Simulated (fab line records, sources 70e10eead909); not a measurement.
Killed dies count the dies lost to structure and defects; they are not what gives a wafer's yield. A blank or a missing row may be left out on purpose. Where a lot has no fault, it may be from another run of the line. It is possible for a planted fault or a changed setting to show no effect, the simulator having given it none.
fab line records	flow nand-harc	part 1 of 2: steps 1 to 28 of 34
record: lots: 5	wafers: 15	last-day: 24
route steps=1159 shown A_STAIRCASE@656
lots that met no fault: taken from a fault-free run of the same line
start-h: hours from the record's opening day to when the first of the lot's shown wafers began	wait-h: hours elapsed since this lot's preceding step	" the same as in the row above	L1.1+2: several wafers, shown together as one row	- no value, or no start was given	* or withheld: withheld	< > ~ a bound
route shown NAME@n: NAME is a module with steps in the file, n the number in the route of the first one	usual: mean/standard deviation of fault-free wafers	same: alike in all rows	chamber/n: place in a boat	sites: the reading at each site	_std_site: how widely they spread, as a standard deviation	_edge_site: inner sites' mean taken away from outer sites' mean	radius-mm: for every site, how far away it sits from the centre of the wafer	mask NAME#n: copy n	behind: the most recent tool/chamber to have shaped the wafer	hold: reason for holding the lot/hours on hold/outcome of the hold	device: whichever transistor did not switch (one of n, p or np)	end of line: the route-end tests of the same wafers	a step with no rows: only its recipe	killed: the dies lost at the first sort to structure and to defects; this is not the yield of the wafer	map: per-die view of a wafer (x killed, . not killed, _ where there is no die)
set.NAME: the setting the step ran with; set.NAME@STEP: the setting that earlier step ran with	model.NAME: the simulator's own value behind a step, which no gauge read
lots at some steps of the route; a table a step, a row a wafer
services: from which hour (start-h, from the record's first day; less than 0 if before it) a tool's chamber was out of use, for how many hours, and why
== steps ==
step: NHARC_A_STAIRCASE_COAT_283
recipe: spin-rpm: 1200
lot.wafer	tool	chamber	start-h	wait-h
L082.1+5+6	litho-track-05	0	-	-
L083.3+5+6	litho-track-05	0	-	-
L084.1+3+6	litho-track-07	0	-	-
L088.1+3+6	litho-track-07	0	-	-
L096.2+5+6	litho-track-07	0	-	-
step: NHARC_A_STAIRCASE_SOFTBAKE_284
recipe: temp-c: 135	time-s: 170
lot.wafer	tool	chamber	start-h	wait-h
L082.1+5+6	litho-track-05	0	-	-
L083.3+5+6	litho-track-05	0	-	-
L084.1+3+6	litho-track-07	0	-	-
L088.1+3+6	litho-track-07	0	-	-
L096.2+5+6	litho-track-07	0	-	-
step: NHARC_A_STAIRCASE_EBR_285
lot.wafer	tool	chamber	start-h	wait-h
L082.1+5+6	litho-track-05	0	-	-
L083.3+5+6	litho-track-05	0	-	-
L084.1+3+6	litho-track-07	0	-	-
L088.1+3+6	litho-track-07	0	-	-
L096.2+5+6	litho-track-07	0	-	-
step: NHARC_A_STAIRCASE_EXPOSE_286
recipe: na: 0.5	dose-mj: 25.01	mask-id: CHOP_100
usual: exposure-dose-mJ-cm2: 25.017/0.026
lot.wafer	tool	chamber	start-h	wait-h	mask	exposure-dose-mJ-cm2
L082.1	krf-scanner-01	0	300.76	-	CHOP_100#0	24.995
L082.5	"	0	"	"	CHOP_100#0	24.981
L082.6	"	0	"	"	CHOP_100#0	24.956
L083.3	krf-scanner-01	0	308.48	-	CHOP_100#0	25.028
L083.5	"	0	"	"	CHOP_100#0	25.044
L083.6	"	0	"	"	CHOP_100#0	25.013
L084.1	krf-scanner-02	0	311.71	-	CHOP_100#0	25.009
L084.3	"	0	"	"	CHOP_100#0	25.033
L084.6	"	0	"	"	CHOP_100#0	25.001
L088.1	krf-scanner-02	0	330.86	-	CHOP_100#0	25.049
L088.3	"	0	"	"	CHOP_100#0	24.988
L088.6	"	0	"	"	CHOP_100#0	24.963
L096.2	krf-scanner-04	0	376.96	-	CHOP_100#0	25.040
L096.5	"	0	"	"	CHOP_100#0	25.052
L096.6	"	0	"	"	CHOP_100#0	25.103
step: NHARC_A_STAIRCASE_PEB_287
recipe: peb-temp-c: 115	peb-time-s: 130
lot.wafer	tool	chamber	start-h	wait-h
L082.1+5+6	litho-track-02	0	300.82	0.1
L083.3+5+6	litho-track-02	0	308.54	0.1
L084.1+3+6	litho-track-07	0	311.77	0.1
L088.1+3+6	litho-track-07	0	330.93	0.1
L096.2+5+6	litho-track-02	0	377.03	0.1
step: NHARC_A_STAIRCASE_DEVELOP_288
recipe: time-s: 140
lot.wafer	tool	chamber	start-h	wait-h
L082.1+5+6	litho-track-02	0	-	-
L083.3+5+6	litho-track-02	0	-	-
L084.1+3+6	litho-track-07	0	-	-
L088.1+3+6	litho-track-07	0	-	-
L096.2+5+6	litho-track-02	0	-	-
step: NHARC_A_STAIRCASE_HARDBAKE_290
recipe: temp-c: 120	time-s: 140
lot.wafer	tool	chamber	start-h	wait-h
L082.1+5+6	litho-track-05	0	301.04	-
L083.3+5+6	litho-track-05	0	308.78	-
L084.1+3+6	litho-track-07	0	311.99	-
L088.1+3+6	litho-track-05	0	331.15	-
L096.2+5+6	litho-track-05	0	377.25	-
step: NHARC_A_STAIRCASE_DESCUM_291
recipe: time-s: 3	o2-flow-sccm: 200	ar-flow-sccm: 0	bias-power-w: 0	chemistry: O2
usual: drypump-motor-current-A: 5.7/0.46	oes-product-au: 1.000/0.0079	rf-vpp-V: 57.7/0.87	showerhead-plenum-p-Torr: 1.92/0.094	throttle-valve-pct: 11.312/0.0092
lot.wafer	tool	chamber	start-h	wait-h	drypump-motor-current-A	oes-product-au	rf-hours-counter-h	rf-vpp-V	showerhead-plenum-p-Torr	throttle-valve-pct
L082.1	rie-diel-08	0	301.15	-	6.2	1.008	60	57.6	1.99	11.306
L082.6	"	2	"	"	5.4	0.996	-	58.6	2.05	11.328
L082.5	"	3	"	"	5.5	0.999	-	58.2	1.85	11.321
L083.3	rie-diel-09	2	308.87	-	4.9	0.999	18	58.7	1.89	11.300
L083.5	"	2	"	"	4.9	0.997	-	58.0	1.89	11.310
L083.6	"	3	"	"	5.5	0.999	-	58.7	2.07	11.308
L084.1	rie-diel-11	1	312.21	-	6.2	1.005	36	57.8	1.99	11.294
L084.3	"	2	"	"	5.8	1.004	38	57.8	1.90	11.312
L084.6	"	1	"	"	6.2	1.019	-	58.8	1.99	11.302
L088.1	rie-diel-11	3	331.25	-	6.5	0.988	47	56.7	1.78	11.306
L088.3	"	0	"	"	6.0	0.999	49	58.2	1.95	11.308
L088.6	"	3	"	"	6.5	1.003	-	57.2	1.78	11.314
L096.2	rie-diel-08	3	377.34	-	5.5	0.995	25	56.7	1.84	11.314
L096.5	"	2	"	"	5.4	0.998	-	56.7	2.05	11.316
L096.6	"	3	"	"	5.5	1.005	-	59.0	1.84	11.328
step: NHARC_A_STAIRCASE_ETCH_292
recipe: cf4-flow-sccm: 100	chf3-flow-sccm: 30	ar-flow-sccm: 0	rf-w: 500	bias-w: 200	chemistry: CF4/CHF3
usual: cf4-flow-sccm: 100.0/0.31	drypump-motor-current-A: 5.7/0.47	oes-product-au: 0.947/0.024	rf-vpp-V: 370.8/2.5	showerhead-plenum-p-Torr: 1.58/0.073	throttle-valve-pct: 16.802/0.01
lot.wafer	tool	chamber	start-h	wait-h	cf4-flow-sccm	drypump-motor-current-A	oes-product-au	rf-hours-counter-h	rf-vpp-V	showerhead-plenum-p-Torr	throttle-valve-pct
L082.1	rie-diel-08	0	301.22	0.1	100.2	6.2	0.969	60	371.9	1.63	16.816
L082.5	"	0	"	"	100.4	6.2	0.975	-	372.2	1.63	16.791
L082.6	"	1	"	"	99.9	5.6	0.984	-	367.7	1.48	16.802
L083.3	rie-diel-09	1	308.97	0.1	99.8	4.9	0.986	17	369.7	1.55	16.804
L083.5	"	3	"	"	99.9	5.5	0.959	-	374.9	1.70	16.821
L083.6	"	0	"	"	99.9	5.0	0.981	-	370.6	1.57	16.816
L084.3	rie-diel-11	3	312.42	0.2	99.8	6.5	0.945	38	368.5	1.48	16.803
L084.1	"	0	"	"	100.1	6.0	0.939	39	372.6	1.61	16.789
L084.6	"	1	"	"	100.1	6.2	0.938	-	372.0	1.63	16.811
L088.1	rie-diel-11	0	331.48	0.2	100.4	6.0	0.921	49	372.0	1.60	16.807
L088.3	"	1	"	"	100.0	6.2	0.925	47	372.3	1.63	16.779
L088.6	"	3	"	"	99.6	6.5	0.931	-	367.3	1.47	16.800
L096.2	rie-diel-08	1	377.43	0.1	99.5	5.6	0.979	26	366.9	1.47	16.807
L096.6	"	0	"	"	99.7	6.2	0.975	-	373.0	1.62	16.795
L096.5	"	1	"	"	99.9	5.6	0.977	-	367.9	1.47	16.817
step: NHARC_A_STAIRCASE_HM_OPEN_460
recipe: o2-flow-sccm: 400	cos-flow-sccm: 20	ar-flow-sccm: 0	rf-w: 500	bias-w: 300	chemistry: O2/COS
usual: drypump-motor-current-A: 5.7/0.47	oes-product-au: 1.000/0.0078	rf-vpp-V: 467/3	showerhead-plenum-p-Torr: 3.13/0.14	throttle-valve-pct: 28.332/0.0081
lot.wafer	tool	chamber	start-h	wait-h	drypump-motor-current-A	oes-product-au	rf-hours-counter-h	rf-vpp-V	showerhead-plenum-p-Torr	throttle-valve-pct
L082.1	rie-diel-08	1	-	-	5.6	1.002	64	464	2.93	28.337
L082.5	"	0	"	"	6.2	0.997	-	470	3.23	28.330
L082.6	"	1	"	"	5.6	0.994	-	463	2.93	28.332
L083.3	rie-diel-09	1	-	-	4.9	1.009	17	467	3.08	28.341
L083.5	"	1	"	"	4.9	1.015	-	466	3.08	28.324
L083.6	"	2	"	"	4.9	1.003	-	466	3.09	28.343
L084.1	rie-diel-11	1	-	-	6.2	1.016	36	469	3.23	28.331
L084.3	"	2	"	"	5.8	0.995	38	467	3.10	28.337
L084.6	"	2	"	"	5.8	0.989	-	465	3.10	28.324
L088.1	rie-diel-11	0	-	-	6.0	1.001	49	469	3.18	28.329
L088.3	"	2	"	"	5.8	1.002	49	465	3.10	28.343
L088.6	"	0	"	"	6.0	1.002	-	469	3.18	28.338
L096.2	rie-diel-08	1	-	-	5.6	1.003	26	463	2.92	28.316
L096.6	"	0	"	"	6.2	0.988	-	469	3.22	28.331
L096.5	"	1	"	"	5.6	1.004	-	464	2.92	28.327
step: NHARC_A_STAIRCASE_STRIP_461
recipe: o2-flow-sccm: 400	cos-flow-sccm: 20	ar-flow-sccm: 0	bias-w: 0	chemistry: O2/COS
lot.wafer	tool	chamber	start-h	wait-h
L082.1+6+5	rie-diel-08	0,0,1	-	-
L083.3+6+5	rie-diel-09	3,0,1	-	-
L084.1+3+6	rie-diel-11	3,0,3	-	-
L088.3+1+6	rie-diel-11	2,1,2	-	-
L096.2+6+5	rie-diel-08	1,2,3	-	-
step: NHARC_A_STAIRCASE_ETCH_452
recipe: target-depth-a: 300	overetch-a: 30	time-s: 16.5	ion-energy-ev: 100	cf4-flow-sccm: 80	o2-flow-sccm: 20	ar-flow-sccm: 0	rf-w: 300	bias-w: 100	chemistry: CF4/O2
usual: cf4-flow-sccm: 79.98/0.24	drypump-motor-current-A: 5.7/0.47	oes-product-au: 1.001/0.0073	rf-vpp-V: 197.9/1.6	showerhead-plenum-p-Torr: 1.34/0.063	throttle-valve-pct: 13.396/0.0092
lot.wafer	tool	chamber	start-h	wait-h	cf4-flow-sccm	drypump-motor-current-A	oes-product-au	rf-hours-counter-h	rf-vpp-V	showerhead-plenum-p-Torr	throttle-valve-pct
L082.1	rie-diel-08	1	-	-	79.94	5.6	1.013	64	195.7	1.25	13.400
L082.5	"	3	"	"	80.29	5.5	0.997	-	196.2	1.29	13.393
L082.6	"	0	"	"	80.18	6.2	0.998	-	198.7	1.38	13.402
L083.3	rie-diel-09	3	-	-	80.05	5.5	1.007	18	200.6	1.44	13.396
L083.6	"	3	"	"	80.33	5.5	1.012	-	200.3	1.44	13.394
L083.5	"	0	"	"	79.56	5.0	1.008	-	197.5	1.33	13.399
L084.1	rie-diel-11	3	-	-	79.48	6.5	0.999	38	195.3	1.25	13.421
L084.3	"	0	"	"	79.94	6.0	1.002	39	196.5	1.36	13.404
L084.6	"	3	"	"	79.72	6.5	0.987	-	196.8	1.25	13.394
L088.1	rie-diel-11	2	-	-	80.06	5.8	1.001	49	197.0	1.32	13.399
L088.3	"	3	"	"	80.26	6.5	1.004	47	195.1	1.25	13.400
L088.6	"	1	"	"	79.49	6.2	1.000	-	198.5	1.38	13.387
L096.2	rie-diel-08	2	-	-	79.92	5.3	0.994	30	199.1	1.42	13.405
L096.6	"	2	"	"	79.96	5.3	0.997	-	199.6	1.42	13.393
L096.5	"	3	"	"	80.02	5.5	1.009	-	197.2	1.28	13.400
step: NHARC_A_STAIRCASE_ETCH_294
recipe: target-depth-a: 49920	time-s: 1212.4	ion-energy-ev: 800	c4f8-flow-sccm: 80	o2-flow-sccm: 60	ar-flow-sccm: withheld	rf-w: 600	bias-w: 3000	chemistry: C4F8/O2/Ar
usual: oes-product-au: 0.934/0.011	rf-vpp-V: 1827/12
lot.wafer	tool	chamber	start-h	wait-h	oes-product-au	rf-hours-counter-h	rf-vpp-V
L082.1	rie-diel-08	0	-	-	0.931	61	1835
L082.5	"	3	"	"	0.937	-	1817
L082.6	"	0	"	"	0.929	-	1836
L083.3	rie-diel-09	2	-	-	0.942	19	1825
L083.5	"	1	"	"	0.946	-	1824
L083.6	"	2	"	"	0.943	-	1824
L084.3	rie-diel-11	2	-	-	0.919	39	1824
L084.1	"	3	"	"	0.926	39	1810
L084.6	"	3	"	"	0.923	-	1810
L088.1	rie-diel-11	2	-	-	0.928	49	1826
L088.3	"	0	"	"	0.927	49	1831
L088.6	"	2	"	"	0.936	-	1825
L096.2	rie-diel-08	3	-	-	0.950	25	1817
L096.6	"	2	"	"	0.931	-	1844
L096.5	"	3	"	"	0.944	-	1819
step: NHARC_A_STAIRCASE_STRIP_295
recipe: o2-flow-sccm: 500	ar-flow-sccm: 0	bias-w: 0	chemistry: O2
usual: drypump-motor-current-A: 5.7/0.48	oes-product-au: 0.998/0.0062	rf-vpp-V: 57.8/0.88	showerhead-plenum-p-Torr: 3.53/0.16	throttle-valve-pct: 17.038/0.0085
lot.wafer	tool	chamber	start-h	wait-h	drypump-motor-current-A	oes-product-au	rf-hours-counter-h	rf-vpp-V	showerhead-plenum-p-Torr	throttle-valve-pct
L082.1	rie-diel-11	1	302.63	-	6.2	0.992	33	57.9	3.65	17.037
L082.5	"	0	"	"	6.0	0.994	-	58.6	3.60	17.027
L082.6	"	1	"	"	6.2	0.998	-	57.0	3.65	17.035
L083.3	rie-diel-09	1	-	-	4.9	0.997	17	57.6	3.48	17.025
L083.6	"	2	"	"	4.9	1.008	-	57.6	3.49	17.039
L083.5	"	3	"	"	5.6	0.993	-	58.3	3.80	17.045
L084.1	rie-diel-11	2	-	-	5.8	0.999	40	57.0	3.51	17.040
L084.3	"	0	"	"	6.0	1.005	40	58.4	3.60	17.049
L084.6	"	2	"	"	5.9	0.997	-	58.1	3.51	17.030
L088.1	rie-diel-11	2	-	-	5.8	0.993	49	56.4	3.50	17.034
L088.3	"	0	"	"	6.0	1.004	49	57.9	3.60	17.037
L088.6	"	2	"	"	5.8	0.999	-	57.8	3.50	17.018
L096.2	rie-diel-08	2	-	-	5.3	0.989	30	58.0	3.75	17.023
L096.5	"	0	"	"	6.2	0.996	-	58.8	3.64	17.034
L096.6	"	1	"	"	5.6	1.004	-	56.0	3.30	17.035
step: NHARC_A_STAIRCASE_STRIP_296
recipe: time-s: 900	temp-c: 130	chemistry: SPM
lot.wafer	tool	chamber	start-h	wait-h
L082.6+5+1	wet-bench-06	3,5,7	302.93	-
L083.5+3+6	wet-bench-05	6,0,1	310.64	-
L084.6+1+3	wet-bench-06	0,1,4	314.40	-
L088.3+6+1	wet-bench-05	2,3,4	333.23	-
L096.2+6+5	wet-bench-06	3,4,5	379.16	-
step: NHARC_A_STAIRCASE_PRECLEAN_297
recipe: time-s: *	temp-c: 50	bath-age-min: 0	chemistry: SC1
lot.wafer	tool	chamber	start-h	wait-h
L082.6+5+1	wet-bench-06	3,5,7	-	-
L083.5+3+6	wet-bench-05	6,0,1	-	-
L084.6+1+3	wet-bench-06	0,1,4	-	-
L088.3+6+1	wet-bench-05	2,3,4	-	-
L096.2+6+5	wet-bench-06	3,4,5	-	-
step: NHARC_A_STAIRCASE_SRD_298
lot.wafer	tool	chamber	start-h	wait-h
L082.6+5+1	wet-bench-06	3,5,7	-	-
L083.5+3+6	wet-bench-05	6,0,1	-	-
L084.6+1+3	wet-bench-06	0,1,4	-	-
L088.3+6+1	wet-bench-05	2,3,4	-	-
L096.2+6+5	wet-bench-06	3,4,5	-	-
step: NHARC_A_STAIRCASE_HM_DEP_462
recipe: target-thk-a: 8000	temp-c: 400	material: aC
usual: throttle-valve-pct: 34.998/0.0083
lot.wafer	tool	chamber	start-h	wait-h	throttle-valve-pct
L082.1	acl-dep-01	0	306.79	3.4	34.988
L082.5	"	0	308.00	4.6	35.005
L082.6	"	0	"	"	34.995
L083.3	acl-dep-01	0	311.77	0.7	34.993
L083.5	"	0	"	"	35.015
L083.6	"	0	"	"	35.000
L084.1	acl-dep-03	0	314.91	0.1	35.002
L084.3	"	0	"	"	35.003
L084.6	"	0	"	"	34.992
L088.1	acl-dep-02	0	336.09	2.4	35.002
L088.3	"	0	"	"	34.991
L088.6	"	0	"	"	34.988
L096.2	acl-dep-01	0	383.18	3.6	35.002
L096.5	"	0	"	"	35.004
L096.6	"	0	"	"	34.998
step: NHARC_A_STAIRCASE_DEP_301
recipe: target-thk-a: 300	target-thk-nm: 30	temp-c: 400	pressure-torr: 3.5	flow-sccm: 200	rf-w: 350	material: SiON
usual: heater-power-w: 716/88
lot.wafer	tool	chamber	start-h	wait-h	heater-power-w
L082.1	pecvd-03	0	308.69	1.6	734
L082.5	"	1	"	"	844
L082.6	"	0	"	"	721
L083.3	pecvd-04	1	313.05	1.0	600
L083.5	"	1	"	"	626
L083.6	"	2	"	"	694
L084.1	pecvd-02	0	316.82	1.6	690
L084.3	"	1	"	"	853
L084.6	"	1	"	"	846
L088.1	pecvd-04	2	337.96	1.6	655
L088.3	"	1	"	"	638
L088.6	"	0	"	"	771
L096.2	pecvd-03	2	384.90	1.4	610
L096.6	"	2	"	"	600
L096.5	"	0	"	"	799
step: NHARC_A_STAIRCASE_DEHYDRATE_302
recipe: temp-c: 150	time-s: 120
lot.wafer	tool	chamber	start-h	wait-h
L082.1+5+6	litho-track-07	0	308.90	0.2
L083.3+5+6	litho-track-02	0	313.29	0.2
L084.1+3+6	litho-track-02	0	317.06	0.2
L088.1+3+6	litho-track-07	0	338.23	0.2
L096.2+5+6	litho-track-07	0	385.18	0.2
step: NHARC_A_STAIRCASE_HMDS_303
recipe: time-s: 30
lot.wafer	tool	chamber	start-h	wait-h
L082.1+5+6	litho-track-07	0	-	-
L083.3+5+6	litho-track-02	0	-	-
L084.1+3+6	litho-track-02	0	-	-
L088.1+3+6	litho-track-07	0	-	-
L096.2+5+6	litho-track-07	0	-	-
step: NHARC_A_STAIRCASE_COAT_304
recipe: spin-rpm: 1200
lot.wafer	tool	chamber	start-h	wait-h
L082.1+5+6	litho-track-07	0	-	-
L083.3+5+6	litho-track-02	0	-	-
L084.1+3+6	litho-track-02	0	-	-
L088.1+3+6	litho-track-07	0	-	-
L096.2+5+6	litho-track-07	0	-	-
step: NHARC_A_STAIRCASE_SOFTBAKE_305
recipe: temp-c: 135	time-s: 170
lot.wafer	tool	chamber	start-h	wait-h
L082.1+5+6	litho-track-07	0	-	-
L083.3+5+6	litho-track-02	0	-	-
L084.1+3+6	litho-track-02	0	-	-
L088.1+3+6	litho-track-07	0	-	-
L096.2+5+6	litho-track-07	0	-	-
step: NHARC_A_STAIRCASE_EBR_306
lot.wafer	tool	chamber	start-h	wait-h
L082.1+5+6	litho-track-07	0	-	-
L083.3+5+6	litho-track-02	0	-	-
L084.1+3+6	litho-track-02	0	-	-
L088.1+3+6	litho-track-07	0	-	-
L096.2+5+6	litho-track-07	0	-	-
step: NHARC_A_STAIRCASE_EXPOSE_307
recipe: na: 0.5	dose-mj: 45.72	mask-id: CHOP_50
usual: exposure-dose-mJ-cm2: 45.69/0.044
lot.wafer	tool	chamber	start-h	wait-h	mask	exposure-dose-mJ-cm2
L082.1	krf-scanner-01	0	309.24	-	CHOP_50#0	45.68
L082.5	"	0	"	"	CHOP_50#0	45.65
L082.6	"	0	"	"	CHOP_50#0	45.71
L083.3	krf-scanner-01	0	313.51	-	CHOP_50#0	45.66
L083.5	"	0	"	"	CHOP_50#0	45.73
L083.6	"	0	"	"	CHOP_50#0	45.73
L084.1	krf-scanner-01	0	317.27	-	CHOP_50#0	45.68
L084.3	"	0	"	"	CHOP_50#0	45.68
L084.6	"	0	"	"	CHOP_50#0	45.71
L088.1	krf-scanner-02	0	338.56	-	CHOP_50#0	45.75
L088.3	"	0	"	"	CHOP_50#0	45.70
L088.6	"	0	"	"	CHOP_50#0	45.71
L096.2	krf-scanner-01	0	385.39	-	CHOP_50#0	45.65
L096.5	"	0	"	"	CHOP_50#0	45.72
L096.6	"	0	"	"	CHOP_50#0	45.74
step: NHARC_A_STAIRCASE_PEB_308
recipe: peb-temp-c: 115	peb-time-s: 130
lot.wafer	tool	chamber	start-h	wait-h
L082.1+5+6	litho-track-05	0	309.31	0.1
L083.3+5+6	litho-track-07	0	313.57	0.1
L084.1+3+6	litho-track-05	0	317.33	0.1
L088.1+3+6	litho-track-07	0	338.63	0.1
L096.2+5+6	litho-track-05	0	385.45	0.1
step: NHARC_A_STAIRCASE_DEVELOP_309
recipe: time-s: 140
lot.wafer	tool	chamber	start-h	wait-h
L082.1+5+6	litho-track-05	0	-	-
L083.3+5+6	litho-track-07	0	-	-
L084.1+3+6	litho-track-05	0	-	-
L088.1+3+6	litho-track-07	0	-	-
L096.2+5+6	litho-track-05	0	-	-
step: NHARC_A_STAIRCASE_HARDBAKE_311
recipe: temp-c: 120	time-s: 140
lot.wafer	tool	chamber	start-h	wait-h
L082.1+5+6	litho-track-05	0	309.52	-
L083.3+5+6	litho-track-02	0	313.80	-
L084.1+3+6	litho-track-02	0	317.56	-
L088.1+3+6	litho-track-05	0	338.86	-
L096.2+5+6	litho-track-07	0	385.67	-
